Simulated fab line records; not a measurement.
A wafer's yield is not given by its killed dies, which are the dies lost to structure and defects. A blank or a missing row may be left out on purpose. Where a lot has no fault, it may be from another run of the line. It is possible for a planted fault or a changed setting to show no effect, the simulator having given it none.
fab line records	flow nand-harc	part 1 of 2: steps 1 to 3 of 6
[record] lots = 24	wafers = 72	last-day = 34
route steps=1302 shown A_SLIT@935 A_CONTACT@1003
lots untouched by any fault: they come from a run of this same line in which no faults occurred
start-h: hours from the record's opening day to when the first of the lot's shown wafers began	wait-h: time in hours since the lot's previous step	" the same as in the row above	L1.1+2: several wafers, shown together as one row	- no value present, or no start provided	* or withheld: withheld	< > ~ a bound
route shown NAME@n: names a module that has steps shown in the file, with the first one's number in the route	usual: mean and standard deviation over wafers with no fault	same: alike in all rows	chamber/n: place in a boat	sites: the reading at each site	_std_site: how widely they spread, as a standard deviation	_edge_site: mean of outer sites minus mean of inner sites	radius-mm: how far each site lies from the wafer's centre	mask NAME#n: copy n	behind: the last tool/chamber to shape the wafer	hold: why the lot was held/for how many hours/how that ended	device: the transistor (n, p or np) that didn't switch	end of line: tests of these same wafers at the route's end	a step given without rows: its recipe and nothing more	killed: count of dies lost to structure and defects at first sort (not the wafer's yield)	map: shows each die of a wafer: x if killed, . if not, _ if none is there
set.NAME: setting as actually run; set.NAME@STEP: the setting as run at that earlier step	model.NAME: the simulator's own value behind a step, which no gauge read
steps of the route over a sample of lots; a table a step, a row a wafer
services: from which hour (start-h, from the record's first day; less than 0 if before it) a tool's chamber was out of use, for how many hours, and why
[[steps]]
[step NHARC_A_SLIT_INSPECT_11]
[usual] raw-defect-count = 64/28
lot.wafer	tool	chamber	start-h	wait-h	raw-defect-count
L074.1	defect-inspect-01	-	442.97	0.0	115
L074.2	"	-	"	"	115
L074.3	"	-	"	"	104
L076.1	defect-inspect-01	-	466.16	0.0	79
L076.5	"	-	"	"	72
L076.6	"	-	"	"	68
L075.2	defect-inspect-02	-	467.59	0.0	75
L075.3	"	-	"	"	71
L075.6	"	-	"	"	91
L079.1	defect-inspect-02	-	482.78	0.0	119
L079.5	"	-	"	"	101
L079.6	"	-	"	"	128
L077.3	defect-inspect-01	-	483.52	0.0	79
L077.4	"	-	"	"	84
L077.5	"	-	"	"	79
L078.3	defect-inspect-02	-	484.41	0.0	63
L078.5	"	-	"	"	54
L078.6	"	-	"	"	62
L081.2	defect-inspect-01	-	509.07	0.0	65
L081.3	"	-	"	"	55
L081.4	"	-	"	"	57
L080.1	defect-inspect-02	-	526.89	0.0	95
L080.4	"	-	"	"	117
L080.5	"	-	"	"	108
L082.2	defect-inspect-01	-	540.18	0.0	67
L082.3	"	-	"	"	68
L082.5	"	-	"	"	77
L084.1	defect-inspect-02	-	541.02	0.0	86
L084.2	"	-	"	"	64
L084.6	"	-	"	"	88
L083.1	defect-inspect-01	-	553.25	0.0	21
L083.2	"	-	"	"	17
L083.4	"	-	"	"	17
L086.1	defect-inspect-01	-	553.41	0.0	25
L086.4	"	-	"	"	34
L086.5	"	-	"	"	32
L087.1	defect-inspect-01	-	568.33	0.0	85
L087.2	"	-	"	"	79
L087.3	"	-	"	"	82
L085.2	defect-inspect-02	-	569.91	0.0	66
L085.4	"	-	"	"	52
L085.5	"	-	"	"	71
L090.3	defect-inspect-01	-	602.68	0.0	47
L090.4	"	-	"	"	46
L090.5	"	-	"	"	41
L091.1	defect-inspect-02	-	603.71	0.0	71
L091.2	"	-	"	"	69
L091.6	"	-	"	"	51
L089.1	defect-inspect-02	-	604.64	0.0	52
L089.3	"	-	"	"	49
L089.5	"	-	"	"	40
L088.2	defect-inspect-02	-	606.56	0.0	58
L088.3	"	-	"	"	71
L088.5	"	-	"	"	62
L092.2	defect-inspect-02	-	630.46	0.0	66
L092.5	"	-	"	"	89
L092.6	"	-	"	"	68
L093.1	defect-inspect-01	-	648.25	0.0	79
L093.4	"	-	"	"	54
L093.5	"	-	"	"	56
L094.1	defect-inspect-02	-	649.73	0.0	67
L094.3	"	-	"	"	40
L094.4	"	-	"	"	53
L095.2	defect-inspect-01	-	651.83	0.0	27
L095.3	"	-	"	"	26
L095.6	"	-	"	"	28
L096.4	defect-inspect-02	-	679.67	0.0	73
L096.5	"	-	"	"	75
L096.6	"	-	"	"	75
L097.1	defect-inspect-02	-	698.32	0.0	5
L097.2	"	-	"	"	11
L097.4	"	-	"	"	14
[step NHARC_A_SLIT_ETCH_29]
[recipe] target-depth-a = 1000	overetch-a = 100	time-s = 55	ion-energy-ev = 100	cf4-flow-sccm = 80	o2-flow-sccm = 20	ar-flow-sccm = 0	rf-w = 300	bias-w = 100	chemistry = CF4/O2
[usual] drypump-motor-current-A = 5.9/0.45	mfc-ar-sccm = 0.012/0.012	oes_f_703_au = 1.000/0.0046	oes-product-au = 1.000/0.0075	rf-vpp-V = 197.7/1.2	showerhead-plenum-p-Torr = 1.34/0.047	throttle-valve-pct = 13.399/0.0089
[same] time-s = 55
lot.wafer	tool	chamber	start-h	wait-h	drypump-motor-current-A	mfc-ar-sccm	oes_f_703_au	oes-product-au	rf-hours-counter-h	rf-vpp-V	showerhead-plenum-p-Torr	throttle-valve-pct
L074.2	rie-diel-07	2	449.17	0.1	5.7	0.002	1.008	1.005	9.1	199.7	1.42	13.396
L074.3	"	3	"	"	5.4	0.031	1.000	1.001	7.2	196.0	1.35	13.409
L074.1	"	0	"	"	5.4	0.021	0.998	1.006	10.2	197.2	1.28	13.401
L076.1	rie-diel-13	1	472.04	0.1	6.8	0.007	0.993	0.990	7.8	198.8	1.38	13.410
L076.6	"	3	"	"	6.0	0.025	1.000	1.006	-	199.1	1.39	13.410
L076.5	"	0	"	"	5.8	0	1.004	1.000	-	196.6	1.26	13.396
L075.3	rie-diel-01	1	473.40	0.1	6.0	0	0.999	0.998	5.3	197.7	1.35	13.387
L075.2	"	3	"	"	6.3	0.028	1.005	1.003	4.4	198.6	1.37	13.396
L075.6	"	1	"	"	5.9	0	1.009	1.006	-	198.0	1.35	13.391
L079.1	rie-diel-13	3	488.68	0.1	6.0	0.025	0.998	1.003	6.6	198.6	1.39	13.392
L079.5	"	1	"	"	6.8	0.007	1.007	1.015	-	198.1	1.38	13.400
L079.6	"	2	"	"	5.6	0.001	0.993	0.999	-	198.2	1.30	13.397
L077.4	rie-diel-01	1	489.37	0.1	6.0	0	1.002	1.005	6.9	196.0	1.35	13.397
L077.3	"	3	"	"	6.3	0.028	1.001	1.000	6.0	196.8	1.37	13.400
L077.5	"	1	"	"	6.0	0	1.002	1.008	-	197.9	1.35	13.404
L078.3	rie-diel-07	3	492.44	0.1	5.4	0.031	0.995	1.014	1.4	199.6	1.35	13.398
L078.5	"	1	"	"	6.4	0.021	0.998	0.994	-	197.6	1.29	13.411
L078.6	"	2	"	"	5.7	0.002	1.003	1.014	-	198.2	1.42	13.402
L081.2	rie-diel-13	3	516.29	0.1	6.0	0.025	0.999	0.992	8.7	199.0	1.39	13.391
L081.3	"	0	"	"	5.8	0	0.999	1.007	9.0	196.2	1.26	13.401
L081.4	"	1	"	"	6.8	0.007	0.995	1.001	10.1	199.3	1.38	13.403
L080.1	rie-diel-13	3	532.82	0.1	6.0	0.025	1.000	0.989	0.0	198.2	1.39	13.395
L080.5	"	2	"	"	5.6	0.001	0.996	1.001	-	196.2	1.30	13.378
L080.4	"	3	"	"	6.0	0.025	0.997	1.000	-	199.9	1.39	13.397
L082.2	rie-diel-07	0	547.92	0.1	5.4	0.021	0.993	1.006	4.3	197.9	1.27	13.386
L082.3	"	2	"	"	5.7	0.002	0.997	1.011	4.4	198.9	1.42	13.408
L082.5	"	0	"	"	5.4	0.021	1.003	1.003	-	197.1	1.27	13.411
L084.1	rie-diel-01	3	550.01	0.1	6.3	0.028	1.002	0.998	8.9	197.8	1.37	13.390
L084.2	"	0	"	"	5.5	0	1.002	0.991	9.7	197.3	1.35	13.396
L084.6	"	3	"	"	6.3	0.028	1.000	0.998	-	199.1	1.37	13.393
L083.4	rie-diel-07	3	559.07	0.1	5.4	0.031	1.006	1.008	5.1	196.6	1.35	13.395
L083.1	"	1	"	"	6.4	0.021	0.995	1.000	4.3	194.6	1.29	13.382
L083.2	"	2	"	"	5.7	0.002	0.997	1.017	4.5	199.3	1.42	13.405
L086.4	rie-diel-07	1	562.67	0.1	6.5	0.021	0.993	0.998	4.4	196.5	1.29	13.405
L086.1	"	3	"	"	5.4	0.031	1.004	1.006	5.3	198.3	1.35	13.421
L086.5	"	0	"	"	5.4	0.021	0.997	0.997	-	197.4	1.27	13.397
L087.1	rie-diel-13	0	574.16	0.1	5.8	0	0.996	0.987	3.1	196.0	1.26	13.415
L087.2	"	2	"	"	5.5	0.001	1.000	0.987	2.5	197.7	1.30	13.396
L087.3	"	3	"	"	6.0	0.025	0.997	0.986	2.9	198.0	1.39	13.406
L085.4	rie-diel-07	0	575.74	0.1	5.4	0.021	0.998	0.998	5.5	197.4	1.28	13.392
L085.2	"	1	"	"	6.4	0.021	1.003	0.992	5.6	197.5	1.29	13.400
L085.5	"	3	"	"	5.4	0.031	0.995	1.010	-	197.9	1.35	13.411
L090.4	rie-diel-01	3	608.45	0.1	6.3	0.028	0.997	1.003	3.5	197.7	1.37	13.387
L090.3	"	1	"	"	5.9	0	0.993	0.998	3.3	197.7	1.34	13.405
L090.5	"	0	"	"	5.5	0	1.003	0.999	-	198.7	1.35	13.401
L091.1	rie-diel-13	2	609.57	0.1	5.5	0.001	1.001	0.995	3.2	196.8	1.30	13.385
L091.2	"	3	"	"	6.0	0.025	1.013	0.996	3.8	198.2	1.39	13.408
L091.6	"	1	"	"	6.8	0.007	0.999	0.997	-	199.1	1.38	13.403
L089.3	rie-diel-13	3	612.31	0.1	6.0	0.025	1.002	0.983	3.9	198.6	1.39	13.408
L089.1	"	1	"	"	6.8	0.007	1.002	0.999	4.3	199.1	1.38	13.412
L089.5	"	3	"	"	6.0	0.025	1.001	0.985	-	197.8	1.39	13.409
L088.3	rie-diel-01	2	613.41	0.1	5.4	0	1.002	1.000	3.3	197.2	1.32	13.373
L088.2	"	3	"	"	6.3	0.028	0.997	1.007	3.7	197.5	1.37	13.392
L088.5	"	1	"	"	6.0	0	0.988	1.002	-	196.6	1.34	13.409
L092.2	rie-diel-07	1	636.87	0.1	6.5	0.021	1.004	1.001	9.3	197.9	1.29	13.410
L092.6	"	1	"	"	6.5	0.021	1.002	0.999	-	196.4	1.29	13.400
L092.5	"	2	"	"	5.7	0.002	1.002	1.003	-	199.4	1.42	13.413
L093.4	rie-diel-13	3	654.14	0.1	6.0	0.025	0.994	1.000	7.4	197.5	1.39	13.405
L093.1	"	1	"	"	6.8	0.007	0.999	0.993	7.8	199.8	1.38	13.387
L093.5	"	3	"	"	6.0	0.025	1.001	0.990	-	199.1	1.39	13.388
L094.4	rie-diel-13	0	655.61	0.1	5.8	0	1.006	0.981	8.3	196.7	1.26	13.389
L094.1	"	2	"	"	5.6	0.001	1.000	0.995	6.7	197.5	1.30	13.398
L094.3	"	3	"	"	6.0	0.025	0.996	0.998	7.5	199.0	1.39	13.407
L095.2	rie-diel-07	2	657.90	0.1	5.7	0.002	1.000	1.007	0.0	201.0	1.42	13.403
L095.3	"	3	"	"	5.4	0.031	1.001	1.005	0.0	198.2	1.35	13.404
L095.6	"	3	"	"	5.4	0.031	0.998	1.005	-	197.9	1.35	13.411
L096.4	rie-diel-01	3	685.42	0.1	6.3	0.028	1.006	1.006	5.4	198.4	1.37	13.384
L096.5	"	3	"	"	6.3	0.028	0.995	0.997	-	197.9	1.37	13.405
L096.6	"	0	"	"	5.5	0	1.004	1.009	-	197.5	1.35	13.397
L097.2	rie-diel-01	3	705.32	0.1	6.3	0.028	1.001	1.011	6.5	199.2	1.37	13.395
L097.1	"	0	"	"	5.5	0	0.999	0.996	6.6	199.2	1.35	13.398
L097.4	"	1	"	"	6.0	0	0.998	1.004	6.6	198.3	1.34	13.399
[step NHARC_A_CONTACT_ETCH_50]
[recipe] target-depth-a = 1210	time-s = 60.5	cf4-flow-sccm = 100	chf3-flow-sccm = 30	ar-flow-sccm = 0	rf-w = 500	bias-w = 200	chemistry = CF4/CHF3
[usual] drypump-motor-current-A = 5.7/0.43	mfc-ar-sccm = 0.011/0.013	oes-product-au = 0.956/0.021	rf-vpp-V = 370.8/2	showerhead-plenum-p-Torr = 1.58/0.057	throttle-valve-pct = 16.802/0.0088
[same] time-s = 60.5
lot.wafer	tool	chamber	start-h	wait-h	drypump-motor-current-A	mfc-ar-sccm	oes-product-au	rf-hours-counter-h	rf-vpp-V	showerhead-plenum-p-Torr	throttle-valve-pct
L074.1	rie-diel-11	2	-	-	5.8	0.009	0.982	7	368.9	1.54	16.805
L074.2	"	3	"	"	5.8	0.034	0.958	6	372.4	1.65	16.801
L074.3	"	0	"	"	4.9	0.027	0.965	7	368.9	1.52	16.808
L075.2	rie-diel-10	2	-	-	6.3	0.012	0.928	25	367.9	1.50	16.802
L075.3	"	1	"	"	5.8	0.000	0.929	25	373.0	1.66	16.805
L075.6	"	2	"	"	6.3	0.012	0.922	-	368.4	1.50	16.802
L076.1	rie-diel-11	0	-	-	4.9	0.027	0.969	10	368.5	1.52	16.786
L076.5	"	1	"	"	5.7	0	0.974	-	372.4	1.62	16.821
L076.6	"	2	"	"	5.8	0.009	0.961	-	369.9	1.54	16.800
L078.3	rie-diel-11	0	-	-	4.9	0.027	0.959	12	368.2	1.52	16.804
L078.6	"	2	"	"	5.8	0.009	0.979	-	369.3	1.54	16.810
L078.5	"	3	"	"	5.8	0.034	0.981	-	373.6	1.65	16.818
L077.4	rie-diel-03	1	-	-	5.2	0	0.921	20	373.7	1.68	16.792
L077.3	"	2	"	"	6.8	0	0.925	13	371.6	1.60	16.818
L077.5	"	0	"	"	6.1	0	0.912	-	373.6	1.68	16.798
L079.1	rie-diel-11	2	-	-	5.8	0.009	0.984	15	368.5	1.54	16.814
L079.5	"	3	"	"	5.9	0.034	0.979	-	371.9	1.65	16.798
L079.6	"	0	"	"	4.9	0.027	0.967	-	369.9	1.52	16.807
L081.3	rie-diel-03	2	-	-	6.9	0	0.956	23	372.7	1.60	16.798
L081.2	"	3	"	"	6.1	0.004	0.932	30	372.0	1.61	16.773
L081.4	"	1	"	"	5.2	0	0.911	29	373.6	1.68	16.807
L080.1	rie-diel-11	2	-	-	5.8	0.009	0.926	21	368.9	1.53	16.794
L080.4	"	0	"	"	4.9	0.027	0.925	20	367.7	1.52	16.800
L080.5	"	3	"	"	5.8	0.034	0.928	-	372.6	1.65	16.802
L084.1	rie-diel-11	1	-	-	5.7	0	0.985	21	373.2	1.62	16.789
L084.2	"	0	"	"	4.9	0.027	0.966	21	369.6	1.52	16.813
L084.6	"	1	"	"	5.7	0	0.979	-	373.1	1.62	16.800
L082.3	rie-diel-10	3	-	-	5.3	0	0.921	55	369.8	1.57	16.810
L082.2	"	0	"	"	5.8	0	0.930	34	371.3	1.57	16.794
L082.5	"	1	"	"	5.8	0.000	0.917	-	374.2	1.66	16.787
L083.2	rie-diel-11	2	-	-	5.8	0.009	0.930	25	367.7	1.53	16.794
L083.1	"	0	"	"	4.9	0.027	0.928	23	369.1	1.52	16.811
L083.4	"	0	"	"	4.9	0.027	0.932	-	368.9	1.52	16.797
L086.4	rie-diel-11	2	-	-	5.8	0.009	0.955	27	369.3	1.53	16.789
L086.1	"	3	"	"	5.8	0.034	0.951	24	371.9	1.65	16.794
L086.5	"	2	"	"	5.8	0.009	0.960	-	370.7	1.53	16.808
L085.4	rie-diel-10	2	-	-	6.3	0.012	0.955	2	370.2	1.50	16.806
L085.2	"	3	"	"	5.3	0	0.962	2	369.7	1.57	16.796
L085.5	"	0	"	"	5.9	0	0.951	-	371.3	1.57	16.810
L087.2	rie-diel-10	0	-	-	5.9	0	0.968	2	370.1	1.57	16.798
L087.3	"	1	"	"	5.8	0.000	0.962	2	374.3	1.65	16.801
L087.1	"	3	"	"	5.4	0	0.948	2	370.6	1.57	16.816
L090.3	rie-diel-11	0	-	-	4.9	0.027	0.964	3	367.7	1.52	16.799
L090.4	"	3	"	"	5.8	0.034	0.968	4	374.4	1.65	16.802
L090.5	"	0	"	"	4.9	0.027	0.969	-	368.8	1.52	16.807
L091.2	rie-diel-11	2	-	-	5.8	0.009	0.982	5	368.9	1.53	16.786
L091.1	"	3	"	"	5.8	0.034	0.972	5	373.1	1.65	16.809
L091.6	"	1	"	"	5.7	0	0.963	-	372.2	1.62	16.806
L088.3	rie-diel-11	0	-	-	4.9	0.027	0.946	4	367.8	1.52	16.801
L088.2	"	3	"	"	5.8	0.034	0.947	6	374.0	1.64	16.808
L088.5	"	1	"	"	5.7	0	0.962	-	372.5	1.62	16.808
L089.1	rie-diel-10	3	-	-	5.3	0	0.967	14	370.6	1.57	16.807
L089.3	"	0	"	"	5.8	0	0.966	16	370.2	1.56	16.804
L089.5	"	0	"	"	5.9	0	0.966	-	370.5	1.56	16.792
L092.2	rie-diel-10	0	-	-	5.9	0	0.932	23	370.5	1.56	16.814
L092.6	"	1	"	"	5.9	0.000	0.933	-	373.0	1.65	16.802
L092.5	"	2	"	"	6.3	0.012	0.932	-	368.3	1.49	16.799
L094.4	rie-diel-11	0	-	-	4.9	0.027	0.979	9	370.0	1.52	16.793
L094.3	"	2	"	"	5.8	0.009	0.963	12	367.1	1.53	16.814
L094.1	"	3	"	"	5.8	0.034	0.978	11	372.6	1.64	16.798
L093.1	rie-diel-10	2	-	-	6.3	0.012	0.961	31	367.6	1.49	16.808
L093.4	"	3	"	"	5.4	0	0.964	28	370.5	1.56	16.796
L093.5	"	2	"	"	6.3	0.012	0.968	-	367.5	1.49	16.820
L095.3	rie-diel-11	0	-	-	4.9	0.027	0.965	11	369.3	1.52	16.805
L095.2	"	3	"	"	5.8	0.034	0.958	13	374.4	1.64	16.808
L095.6	"	1	"	"	5.7	0	0.990	-	372.1	1.61	16.803
L096.6	rie-diel-11	0	-	-	4.9	0.027	0.957	-	369.4	1.51	16.807
L096.4	"	2	"	"	5.9	0.009	0.968	-	371.0	1.53	16.806
L096.5	"	3	"	"	5.9	0.034	0.950	-	372.0	1.64	16.799
L097.2	rie-diel-11	1	-	-	5.7	0	0.979	19	371.6	1.61	16.790
L097.1	"	2	"	"	5.9	0.009	0.969	22	369.3	1.53	16.807
L097.4	"	0	"	"	4.9	0.027	0.977	18	367.9	1.51	16.810
